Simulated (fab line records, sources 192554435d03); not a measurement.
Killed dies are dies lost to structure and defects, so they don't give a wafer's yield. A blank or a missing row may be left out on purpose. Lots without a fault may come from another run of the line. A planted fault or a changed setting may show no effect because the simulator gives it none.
fab line records | flow n5_finfet
record lots=4 wafers=12 last_day=18
route steps=1938 shown SD_EPI_N@269 SD_EPI_P@295 BEOL_M4@1111 PASSIVATION@1936
lots that met no fault: from a run of the same line without faults
start_h: hours from the record's first day to the start of the lot's first wafer shown | wait_h: hours since the lot's step before | " the same as in the row above | L1.1+2: a row that stands for several wafers | - no value, or no start given | * or withheld: withheld | < > ~ a bound
route shown NAME@n: a module of which the file shows steps, and the number in the route of the first | usual: mean/standard deviation of fault-free wafers | same: alike in all rows | chamber/n: place in a boat | sites: the reading at each site | _std_site: their standard deviation | _edge_site: outer sites' mean less inner sites' | radius_mm: how far each site lies from the wafer's centre | mask NAME#n: copy n | behind: the tool/chamber that last shaped the wafer | hold: why the lot was held/for how many hours/how that ended | device: the transistor (n, p or np) that didn't switch | end of line: the same wafers' tests at the end of the route | a step without rows: its recipe alone | killed: dies lost to structure and defects at the first sort, not the wafer's yield | map: a wafer's dies, x killed, . not, _ none there
set.NAME: the setting as run; set.NAME@STEP: as run at that earlier step | model.NAME: the simulator's own value behind a step, which no gauge read
lots at some steps of the route; a table a step, a row a wafer
services: from which hour (start_h, from the record's first day; less than 0 if before it) a tool's chamber was out of use, for how many hours, and why
## steps
# step N5_SD_EPI_N_DEVELOP_08
# recipe develop_time_s=30 developer=TMAH resist=CAR-ArF-block dev_temp_c=23 rinse_liquid=diw dry=air_spin
# step N5_SD_EPI_N_DESCUM_14
# recipe chemistry=O2 time_s=7.9 source_power_w=50 bias_power_w=20 pressure_mtorr=20 rf_frequency_hz=2.712e+07 temp_c=40 resist=CAR-ArF-block o2_flow_sccm=225
# step N5_SD_EPI_N_ETCH_34
# recipe chemistry=CF4 target=SiARC target_depth_a=455 mask_material=CAR-ArF-block time_s=75.8 ion_energy_ev=80 pressure_mtorr=40 source_w=545 bias_w=36 Ar_flow_sccm=100 cf4_flow_sccm=100 ends=cleared
# step N5_SD_EPI_N_ETCH_35
# recipe chemistry=N2/H2 target=SOC overetch_a=1080 mask_material=SiARC temp_c=40 ion_energy_ev=100 source_w=3000 bias_w=133 pressure_mtorr=20 time_s=486 n2_flow_sccm=200 h2_flow_sccm=200
# step N5_SD_EPI_N_STRIP_36
# recipe chemistry=N2/H2 temp_c=40 n2_flow_sccm=200 h2_flow_sccm=200 rf_frequency_hz=6e+07
# step N5_SD_EPI_N_ETCHBACK_44
# recipe chemistry=CH3F/O2 mode=anisotropic_etchback target=SiNx target_depth_a=145 stop_on=SiO2 over_etch_frac=0.3 ion_energy_ev=120 pressure_mtorr=30 source_w=395 bias_w=73 Ar_flow_sccm=150 CH3F_flow_sccm=30 O2_flow_sccm=20
# step N5_SD_EPI_N_ETCH_45
# recipe chemistry=CH3F/O2 target=SiOCN target_depth_a=60 mask_material=SOC ion_energy_ev=60 bias_w=29 pressure_mtorr=15 source_w=410 Ar_flow_sccm=150 CH3F_flow_sccm=30 O2_flow_sccm=20
# step N5_SD_EPI_N_ETCH_16
# recipe chemistry=CHF3/O2 target=SiO2 target_depth_a=50 mask_material=SOC pressure_mtorr=30 source_w=650 bias_w=170 Ar_flow_sccm=200 CHF3_flow_sccm=50 O2_flow_sccm=5 ion_energy_ev=200
# step N5_SD_EPI_N_STRIP_47
# recipe chemistry=CHF3/O2 resist=SiARC rf_frequency_hz=6e+07
# step N5_SD_EPI_N_SD_RECESS_17
# recipe chemistry=HBr/Cl2/O2 target_depth_a=410 mask_material=SOC time_s=23.7 bt_time_s=3 pressure_mtorr=10 icp_w=800 bias_w=112 HBr_flow_sccm=150 Cl2_flow_sccm=80 O2_flow_sccm=12
# usual drypump_motor_current_A=5.6/0.55 mfc_cl2_sccm=80.01/0.25 oes_product_au=1.007/0.016 throttle_valve_pct=37.0/0.3
# columns lot.wafer tool chamber start_h wait_h drypump_motor_current_A mfc_cl2_sccm oes_product_au rf_hours_counter_h throttle_valve_pct model.SD_EPI_N.feature_depth_nm model.etch.depth_nm model.Si_of_WELL_APT_EPI_41.thk_nm
L519.1 rie_si-06 2 59.28 0.0 5.1 79.86 1.020 176 37.6 40.8 40.85 9.4
L519.3 " 0 " " 5.3 79.69 1.009 168 36.9 42.4 42.48 8.2
L519.6 " 3 " " 5.0 79.75 0.993 - 37.0 40.8 40.73 9.4
L533.1 rie_si-01 0 142.46 0.0 5.4 80.16 0.999 149 37.0 42.2 42.29 7.2
L533.2 " 2 " " 6.7 79.98 1.027 131 36.7 41.8 41.8 8
L533.4 " 3 " " 5.1 79.74 1.011 8 36.9 40.4 40.38 9.2
L535.4 rie_si-06 0 152.51 0.0 5.3 80.33 1.006 169 36.9 42.6 42.51 6.8
L535.5 " 0 " " 5.3 80.21 1.011 - 36.9 42.4 42.42 6.8
L535.6 " 3 " " 5.0 80.14 1.106 - 37.0 57.2 57.19 4.2
L537.1 rie_si-06 2 163.41 0.0 5.1 79.62 1.018 178 37.6 41 41.05 8.2
L537.4 " 3 " " 5.0 80.16 1.097 - 37.0 57 56.95 4.2
L537.5 " 0 " " 5.3 80.15 1.010 - 36.9 42.8 42.82 6.8
# step N5_SD_EPI_N_STRIP_38
# recipe chemistry=N2/H2 power_w=1000 temp_c=250 h2_frac=0.65 overash_fraction=0.3 pressure_mtorr=withheld n2_flow_sccm=1750 h2_flow_sccm=3250
# step N5_SD_EPI_N_WET_ETCH_43
# recipe chemistry=dHF dilution=withheld time_s=14 target=SiO2 target_depth_a=15 temp_c=25
# step N5_SD_EPI_N_STRIP_18
# recipe chemistry=SPM time_s=750 temp_c=130 h2so4_h2o2_vol_ratio=4
# columns lot.wafer tool chamber start_h wait_h model.Si_of_WELL_APT_EPI_41.thk_nm
L519.1+6 wet_bench-06 4,0 59.47 0.0 9
L519.3 " 7 " " 7.8
L533.1 wet_bench-06 6 142.65 0.0 7
L533.2 " 4 " " 7.6
L533.4 " 2 " " 8.8
L535.4+5 wet_bench-06 7,5 152.70 0.0 6.4
L535.6 " 6 " " 4
L537.1 wet_bench-03 7 163.61 0.0 7.8
L537.4 " 4 " " 4
L537.5 " 0 " " 6.6
# step N5_SD_EPI_N_SRD_20
# recipe dry=ipa_marangoni do_ppb=5 time_s=30 temp_c=23 rinse_liquid=diw
# step N5_SD_EPI_N_PRECLEAN_48
# recipe chemistry=NF3:NH3 afs_cycles=2 temp_c=30 time_s=20 sublimation_temp_c=180 sublimation_time_s=60 pressure_torr=3 rf_power_w=30
# step N5_SD_EPI_N_VAPOR_ETCH_50
# recipe chemistry=HCl target=Si temp_c=775 time_s=54 pressure_torr=20 mode=isotropic
# step N5_SD_EPI_N_EPI_21
# recipe material=Si:P dopant=P temp_c=680 pressure_torr=255 time_s=690
# step N5_SD_EPI_N_PRECLEAN_24
# recipe chemistry=O3/DIW time_s=60 temp_c=22 o3_ppm=10
# step N5_SD_EPI_N_SRD_25
# recipe time_s=30 temp_c=23 rinse_liquid=diw dry=ipa_marangoni
# step N5_SD_EPI_N_PRECLEAN_49
# recipe chemistry=NF3:NH3 afs_cycles=1 temp_c=30 time_s=20 sublimation_temp_c=180 sublimation_time_s=60 pressure_torr=3 rf_power_w=30
# step N5_SD_EPI_N_LINER_46
# recipe material=SiNx target_thk_a=30 temp_c=400 ald_precursor_family=SiH2I2 ald_co_reactant=N2/H2-plasma pressure_torr=2
# step N5_SD_EPI_P_COAT_34
# recipe resist=SOC temp_c=250 time_s=60 spin_rpm=1500 resist_thk_nm=350
# step N5_SD_EPI_P_COAT_35
# recipe resist=SiARC temp_c=220 time_s=60 spin_rpm=1500 resist_thk_nm=35
# step N5_SD_EPI_P_COAT_03
# recipe resist=CAR-ArF-block spin_rpm=1500 resist_thk_nm=150
# step N5_SD_EPI_P_EBR_05
# recipe solvent=PGMEA ebr_width_mm=1.5
# step N5_SD_EPI_P_SOFTBAKE_04
# recipe temp_c=110 time_s=60 resist=CAR-ArF-block
# step N5_SD_EPI_P_EXPOSE_06
# recipe mask_id=SD_P_BLK na=1.35 source_shape=conventional sigma_outer=0.8 polarization=unpolarized target_cd_nm=240 dose_mj=39.5
# step N5_SD_EPI_P_PEB_07
# recipe peb_temp_c=110 peb_time_s=60 resist=CAR-ArF-block
# step N5_SD_EPI_P_DEVELOP_08
# recipe develop_time_s=30 developer=TMAH resist=CAR-ArF-block dev_temp_c=23 rinse_liquid=diw dry=air_spin
# step N5_SD_EPI_P_DESCUM_14
# recipe chemistry=O2 time_s=7.9 source_power_w=50 bias_power_w=20 pressure_mtorr=20 rf_frequency_hz=2.712e+07 temp_c=40 resist=CAR-ArF-block o2_flow_sccm=225
# step N5_SD_EPI_P_ETCH_36
# recipe chemistry=CF4 target=SiARC target_depth_a=455 mask_material=CAR-ArF-block time_s=75.8 ion_energy_ev=80 pressure_mtorr=40 source_w=545 bias_w=36 Ar_flow_sccm=100 cf4_flow_sccm=100 ends=cleared
# step N5_SD_EPI_P_ETCH_37
# recipe chemistry=N2/H2 target=SOC overetch_a=1080 mask_material=SiARC temp_c=40 ion_energy_ev=100 source_w=3000 bias_w=133 pressure_mtorr=20 time_s=486 n2_flow_sccm=200 h2_flow_sccm=200 ends=end_point
# step N5_SD_EPI_P_STRIP_38
# recipe chemistry=N2/H2 temp_c=40 n2_flow_sccm=200 h2_flow_sccm=200 rf_frequency_hz=6e+07
# step N5_SD_EPI_P_ETCHBACK_46
# recipe chemistry=CH3F/O2 mode=anisotropic_etchback target=SiNx target_depth_a=175 stop_on=SiO2 over_etch_frac=0.3 ion_energy_ev=120 pressure_mtorr=30 source_w=395 bias_w=73 Ar_flow_sccm=150 CH3F_flow_sccm=30 O2_flow_sccm=20
# step N5_BEOL_M4_RC_MEAS_101
# usual CJ_N=4.39/0.1 DIBL_N=36.3/1.9 DIBL_P=36.0/2.1 EOT_N=10.53/0.11 IGATE_N=0.0127/0.0022 IOFF_N=0.16/0.031 IOFF_N_85C=3.1/0.5 IOFF_N_LIN=0.073/0.012 IOFF_N_LONG=5.58e-05/2.3e-06 IOFF_P=0.21/0.035 ION_N=675/14 ION_P=464/8.5 RC_DENSE_N=19.1/0.47 RC_N=15.5/0.36 REXT_N=75.3/1.6 RS_SD_N=28.3/0.42 SS_N=71.5/0.6 SS_P=73.3/0.72 VT_N=250/3.2 VT_N_LONG=274.7/2 VT_N_LVT=99/3.2 VT_P=-250/3.1
# columns lot.wafer tool chamber start_h wait_h CJ_N DIBL_N[mV/V] DIBL_P[mV/V] EOT_N IGATE_N[nA/um] IOFF_N[nA/um] IOFF_N_85C[nA/um] IOFF_N_LIN[nA/um] IOFF_N_LONG[nA/um] IOFF_P[nA/um] ION_N[uA/um] ION_P[uA/um] RC_DENSE_N[ohm.um] RC_N[ohm.um] REXT_N[ohm.um] RS_SD_N[ohm/sq] SS_N[mV/dec] SS_P[mV/dec] VT_N[mV] VT_N_LONG[mV] VT_N_LVT[mV] VT_P[mV]
L519.1 prober-02 0 173.37 0.0 4.28 33.9 33.4 10.63 0.0130 0.11 2.3 0.056 5.79e-05 0.17 662 457 19.8 16.1 78.8 29.0 70.9 71.9 253 272.8 103 -248
L519.3 " 0 " " 4.44 38.7 38.1 10.47 0.0129 0.21 3.9 0.085 5.85e-05 0.26 676 466 19.1 15.6 78.5 28.5 72.7 73.5 248 271.9 97 -246
L519.6 " 0 " " 4.22 35.0 35.1 10.56 0.0099 0.13 2.7 0.065 5.77e-05 0.21 663 459 18.5 15.1 78.5 29.0 71.5 73.5 251 273.2 102 -248
L533.1 prober-01 0 302.36 0.0 4.46 35.9 35.1 10.45 0.0159 0.14 2.8 0.065 5.61e-05 0.16 676 461 18.4 14.9 77.1 28.8 71.2 73.4 254 272.2 99 -254
L533.2 " 0 " " 4.38 36.6 36.0 10.50 0.0125 0.16 3.0 0.071 5.65e-05 0.19 672 464 18.6 15.2 77.2 28.6 71.3 72.6 250 274.1 96 -253
L533.4 " 0 " " 4.26 32.7 32.0 10.36 0.0178 0.10 2.0 0.050 5.55e-05 0.13 670 462 19.0 15.4 78.7 28.4 70.9 72.2 256 271.0 103 -259
L535.4 prober-01 0 313.87 0.5 4.54 39.4 36.5 10.35 0.0150 0.20 3.7 0.080 5.3e-05 0.22 678 456 19.2 15.5 75.7 27.8 71.4 72.8 248 276.2 98 -252
L535.5 " 0 " " 4.54 39.2 36.7 10.40 0.0138 0.18 3.5 0.078 5.35e-05 0.22 679 464 19.3 15.5 75.6 28.0 71.8 73.6 252 278.0 99 -252
L535.6 " 0 " " - - 36.6 - - - - - - 0.22 - 461 - - - - - 74.1 - - - -248
L537.1 prober-01 0 320.86 0.0 4.38 35.8 37.3 10.61 0.0110 0.17 3.3 0.077 5.49e-05 0.23 676 462 19.4 15.8 75.7 28.3 71.7 73.7 249 277.1 99 -248
L537.4 " 0 " " - - 37.6 - - - - - - 0.23 - 460 - - - - - 74.1 - - - -249
L537.5 " 0 " " 4.55 36.2 36.0 10.69 0.0103 0.17 3.3 0.073 5.66e-05 0.21 665 456 19.0 15.6 75.3 28.7 72.4 73.4 251 273.9 100 -252
# step N5_PASSIVATION_PROBE_49
# usual defect_limited_yield=91.0/1.5 killed_at_M0_to_M3=32/9.6 killed_at_M4_up=13/4.7 killed_at_contacts=13/7.2 killed_at_front_end=44/13 killed_at_other=4/3.4 killed_dies=106/18 killed_open=70/13 killed_short=35/8 sort_bin_4_leakage=0/0 sort_bin_5_function=5.3/0.97 sort_bin_6_memory=3.4/0.73 sort_n_pass=1074/18 sort_yield_pct=91.0/1.5
# same gross_dies=1180 killed_at_back_side=0 sort_bin_8_speed[%]=0
# columns lot.wafer tool chamber start_h wait_h defect_limited_yield[%] killed_at_M0_to_M3 killed_at_M4_up killed_at_contacts killed_at_front_end killed_at_other killed_dies killed_open killed_short sort_bin_4_leakage[%] sort_bin_5_function[%] sort_bin_6_memory[%] sort_n_pass sort_yield_pct[%]
L519.1 prober-01 - 258.60 0.0 91.4 28 14 16 42 2 102 71 30 0 5.0 3.4 1078 91.4
L519.3 prober-01 - 258.70 0.1 89.7 39 23 8 49 2 121 74 46 0 5.8 4.1 1059 89.7
L519.6 prober-01 - 258.85 0.3 90.6 45 14 7 44 1 111 77 34 0 5.6 3.3 1069 90.6
L533.1 prober-02 - 425.07 0.0 91.0 31 15 5 48 7 106 55 44 0 5.5 3.1 1074 91.0
L533.2 prober-02 - 425.12 0.1 87.5 25 10 24 84 5 148 84 56 0 6.9 4.5 1032 87.5
L533.4 prober-02 - 425.22 0.2 92.2 29 5 3 54 1 92 57 32 0 4.5 3.0 1088 92.2
L535.4 prober-01 - 425.23 0.2 91.9 37 12 10 34 2 95 59 35 0 4.3 3.6 1085 91.9
L535.5 prober-01 - 425.28 0.2 91.8 33 11 14 38 1 97 63 34 0 5.1 3.0 1083 91.8
L535.6 prober-01 - 425.33 0.3 90.9 30 18 6 47 6 107 67 39 90.93 5.4 3.1 0 0
L537.1 prober-01 - 432.84 0.1 90.5 29 16 22 43 2 112 73 38 0 5.9 3.3 1068 90.5
L537.4 prober-01 - 432.99 0.3 92.5 28 17 15 28 0 88 60 25 92.54 4.2 3.2 0 0
L537.5 prober-01 - 433.04 0.3 91.2 33 17 15 38 1 104 65 37 0 5.2 3.1 1076 91.2
# killed by level:class
L519.1 MOL_CONTACT_COAG:geometric_particle:open=14 BEOL_M4:geometric_particle:open=11 FIN_SAQP:geometric_particle:open=10 BEOL_M2:geometric_particle:open=10 FIN_SAQP:geometric_particle:short=7 BEOL_M3:geometric_particle:open=6 BEOL_M2:geometric_particle:short=5 FIN_CUT:geometric_particle:short=4
L519.3 BEOL_M4:geometric_particle:open=16 BEOL_M2:geometric_particle:open=14 FIN_SAQP:geometric_particle:short=13 FIN_SAQP:geometric_particle:open=9 STI_FIN_REVEAL:geometric_particle:open=7 GATE_CUT:geometric_particle:short=6 MOL_CONTACT_COAG:geometric_particle:short=5 BEOL_M0_SAQP:geometric_particle:open=5
L519.6 BEOL_M3:geometric_particle:open=13 GATE_CUT:geometric_particle:open=9 BEOL_M1:geometric_particle:open=9 BEOL_M0_SAQP:geometric_particle:open=8 FIN_SAQP:geometric_particle:open=6 BEOL_M2:geometric_particle:open=5 FIN_SAQP:geometric_particle:short=4 DUMMY_GATE:geometric_particle:open=4
L533.1 FIN_SAQP:geometric_particle:short=15 FIN_SAQP:geometric_particle:open=13 BEOL_M0_SAQP:geometric_particle:open=8 BEOL_M3:geometric_particle:open=7 ILD0:geometric_particle:short=5 MOL_CONTACT_COAG:geometric_particle:open=5 BEOL_M2:geometric_particle:open=4 BEOL_M0_SAQP:geometric_particle:short=4
L533.2 FIN_SAQP:geometric_particle:open=32 FIN_SAQP:geometric_particle:short=23 MOL_CONTACT_COAG:geometric_particle:open=17 MOL_CONTACT_COAG:geometric_particle:short=7 GATE_CUT:geometric_particle:short=6 BEOL_M1:geometric_particle:open=6 STI_FIN_REVEAL:geometric_particle:open=5 HKMG_FIN:area_etch=5
L533.4 FIN_SAQP:geometric_particle:open=14 FIN_SAQP:geometric_particle:short=13 BEOL_M0_SAQP:geometric_particle:short=9 BEOL_M0_SAQP:geometric_particle:open=6 STI_FIN_REVEAL:geometric_particle:open=4 BEOL_M2:geometric_particle:open=4 BEOL_M3:geometric_particle:open=4 STARTING-WAFER:geometric_particle:open=4
L535.4 FIN_SAQP:geometric_particle:short=8 BEOL_M0_SAQP:geometric_particle:open=8 MOL_CONTACT_COAG:geometric_particle:open=7 BEOL_M0_SAQP:geometric_particle:short=7 BEOL_M1:geometric_particle:open=6 BEOL_M2:geometric_particle:open=6 BEOL_M4:geometric_particle:open=6 FIN_SAQP:geometric_particle:open=4
L535.5 STI_FIN_REVEAL:geometric_particle:open=13 MOL_CONTACT_COAG:geometric_particle:open=11 BEOL_M2:geometric_particle:open=10 BEOL_M0_SAQP:geometric_particle:short=5 BEOL_M0_SAQP:geometric_particle:open=4 BEOL_M3:geometric_particle:open=4 FIN_SAQP:geometric_particle:short=3 ILD0:geometric_particle:short=3
L535.6 STI_FIN_REVEAL:geometric_particle:open=12 FIN_SAQP:geometric_particle:short=6 BEOL_M1:geometric_particle:open=6 GATE_CUT:geometric_particle:short=5 MOL_CONTACT_COAG:geometric_particle:open=5 BEOL_M4:geometric_particle:open=5 BEOL_M0_SAQP:geometric_particle:open=4 GATE_CUT:geometric_particle:open=4
L537.1 MOL_CONTACT_COAG:geometric_particle:open=18 FIN_SAQP:geometric_particle:short=12 BEOL_M4:geometric_particle:open=9 BEOL_M2:geometric_particle:open=7 BEOL_M0_SAQP:geometric_particle:open=6 FIN_SAQP:geometric_particle:open=5 DUMMY_GATE:geometric_particle:open=5 BEOL_M1:geometric_particle:open=5
L537.4 MOL_CONTACT_COAG:geometric_particle:open=14 BEOL_M3:geometric_particle:open=11 FIN_SAQP:geometric_particle:short=10 BEOL_M4:geometric_particle:open=8 BEOL_M0_SAQP:geometric_particle:open=5 BEOL_M2:geometric_particle:open=5 FIN_SAQP:geometric_particle:open=4 STI_FIN_REVEAL:geometric_particle:open=4
L537.5 BEOL_M0_SAQP:geometric_particle:short=12 MOL_CONTACT_COAG:geometric_particle:open=10 FIN_SAQP:geometric_particle:open=9 BEOL_M4:geometric_particle:open=7 FIN_SAQP:geometric_particle:short=6 BEOL_M0_SAQP:geometric_particle:open=6 BEOL_M5:geometric_particle:open=6 DUMMY_GATE:geometric_particle:open=5
# map L535.6 (x killed, . not)
_________________............________________
______________.................._____________
___________.................x......__________
__________..x............x...x..xx.._________
________..x...................x......._______
_______......................x......x..______
______..................x..............._____
_____x................x............x.....____
____.x........................x.......x...___
___.......................x.......x.......x__
___..............x.........x..........x....__
__.....x.................x.................._
__..............xx.........xx...x.x.....x..._
_x....................x...........x.....x....
_...x...................x............x.x..x..
_........................x..x...x.........x..
_............................x.......x.......
_..............xx.....xx.........x..........x
_..........x.............................x...
_...........x..x........x...x................
_............x.......x.....x..x...........x..
__..x.............xx.x...x........x....x.x.._
__..............xx.x................x......._
___.....................x...............xxx__
___.x..........x..x...xx........x..........__
____....x..................x..........x...___
_____x.x.........x.x..........xx.x.....x.____
______......................x..........._____
_______x....................x.........x______
________...........................x.._______
__________.........................._________
___________..............x....x....__________
______________.................._____________
_________________x..x.x......________________
# map L537.1 (x killed, . not)
_________________............________________
______________................x._____________
___________.....x...x..xx.......x..__________
__________..x............x........x._________
________......................x.....x._______
_______...............x................______
______....x..xx.....x.................x._____
_____............x....x..x.....x.x.......____
____...........x.................x........___
___..x.......x...........x......x..........__
___.......x............x...................__
__..................x..........x.x....x.x..._
__..x..x.....x....x........................._
_..x.........xx........x..................x..
_...x.x.....xx.............x......x.x........
_.........xx.................................
_............x..............x................
_..........xx..........xxx.......x....x...x..
_.......x......................x.........x...
_x.........xx........x.......................
_.....................x...........x..........
__...................x.........x.x.........._
__........x.......x..........x....x........._
___..........xx........x.....x.............__
___..x.....................x......x.......x__
____..............x............x..........___
_____................x......x......x....x____
______x.......x...x..x..........x....x.._____
_______..x.....................x.......______
________.......x....x.........x.x..x.x_______
__________......x..x................_________
___________............x...........__________
______________...........x.x...._____________
_________________............________________
## services
# columns tool chamber start_h hours kind
rie_si-06 1 43.62 4.2 repair
rie_si-06 - 100.57 14.6 pm
rie_si-06 - 128.46 0.8 repair
rie_si-06 1 154.95 - clean
rie_si-06 1 154.95 27.0 scheduled_down
rie_si-06 1 154.95 27.0 vent_cycle
## key
first_sign step=N5_SD_EPI_N_SD_RECESS_17 reading=oes_product_au direction=up sigmas=6 usual=1.007 struck=1.101
effect step=N5_BEOL_M4_RC_MEAS_101 reading=CJ_N direction=missing
effect step=N5_BEOL_M4_RC_MEAS_101 reading=DIBL_N direction=missing
effect step=N5_BEOL_M4_RC_MEAS_101 reading=EOT_N direction=missing
effect step=N5_BEOL_M4_RC_MEAS_101 reading=IGATE_N direction=missing
effect step=N5_BEOL_M4_RC_MEAS_101 reading=IOFF_N direction=missing
effect step=N5_BEOL_M4_RC_MEAS_101 reading=IOFF_N_85C direction=missing
effect step=N5_BEOL_M4_RC_MEAS_101 reading=IOFF_N_LIN direction=missing
effect step=N5_BEOL_M4_RC_MEAS_101 reading=IOFF_N_LONG direction=missing
effect step=N5_BEOL_M4_RC_MEAS_101 reading=ION_N direction=missing
effect step=N5_BEOL_M4_RC_MEAS_101 reading=RC_DENSE_N direction=missing
effect step=N5_BEOL_M4_RC_MEAS_101 reading=RC_N direction=missing
effect step=N5_BEOL_M4_RC_MEAS_101 reading=REXT_N direction=missing
effect step=N5_PASSIVATION_PROBE_49 reading=sort_bin_4_leakage direction=up sigmas=99+ usual=0 struck=91.74
model_effect step=N5_SD_EPI_N_SD_RECESS_17 value=SD_EPI_N.feature_depth_nm without=40.7 struck=57.1
model_effect step=N5_SD_EPI_N_STRIP_18 value=Si_of_WELL_APT_EPI_41.thk_nm without=8.4 struck=4
met_at N5_SD_EPI_N_SD_RECESS_17
struck_wafers L535.6,L537.4
onset_between 59.28 152.51
fault kind=process_parameter_drift tool=rie_si-06 chamber=3 onset_h=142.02 steps=N5_SD_EPI_N_SD_RECESS_17 channel=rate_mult offset=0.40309 shape=step end_h=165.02
